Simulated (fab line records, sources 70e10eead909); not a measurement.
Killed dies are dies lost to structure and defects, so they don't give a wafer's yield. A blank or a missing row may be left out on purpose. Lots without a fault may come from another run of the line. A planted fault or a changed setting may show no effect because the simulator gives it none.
Chamber matching | flow nand_harc | NHARC_A_STAIRCASE_DEP_280 on pecvd-04: 3 sister chambers
The step deposits SiON, target thk 30 nm. 6 wafers are shown with their chamber, then 10 later ones without.

WAFERS WITH THEIR CHAMBER
wafer  | chamber | heater_power_w (W)
L081.1 | 1       | 853
L089.2 | 0       | 772
L089.3 | 1       | 908
L089.5 | 2       | 839
L092.1 | 0       | 787
L092.2 | 2       | 798

WAFERS WITHOUT THEIR CHAMBER
wafer  | heater_power_w (W)
L092.5 | 826
L093.2 | 898
L093.4 | 753
L093.5 | 935
L096.1 | 930
L096.2 | 875
L096.5 | 818
L095.3 | 977
L095.5 | 757
L095.6 | 836

WHICH CHAMBER EACH WENT THROUGH
wafer  | from the rows above          | in truth
L092.5 | can't be placed: 2 or 0 or 1 | 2
L093.2 | 1                            | 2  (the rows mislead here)
L093.4 | can't be placed: 0 or 2      | 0
L093.5 | 1                            | 1
L096.1 | 1                            | 1
L096.2 | can't be placed: 1 or 2      | 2
L096.5 | can't be placed: 2 or 0      | 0
L095.3 | 1                            | 1
L095.5 | can't be placed: 0 or 2      | 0
L095.6 | can't be placed: 2 or 1 or 0 | 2
Placed correctly: 3 of 10. Can't be placed from these rows: 6 (the true chamber is among the candidates in 6). Placed wrongly: 1.
How it was worked out, from the rows above alone: a wafer's distance from a chamber is the root of the sum, over the readings, of the square of ((its reading less the chamber's mean) divided by the reading's scatter). The wafer belongs to the nearest chamber; if the next one is less than 2 further off, it can't be placed. A chamber's mean is the mean of its shown wafers. The scatter: the root of (the sum of the squares of (reading less its chamber's mean) over the shown wafers, divided by (wafers less chambers)).
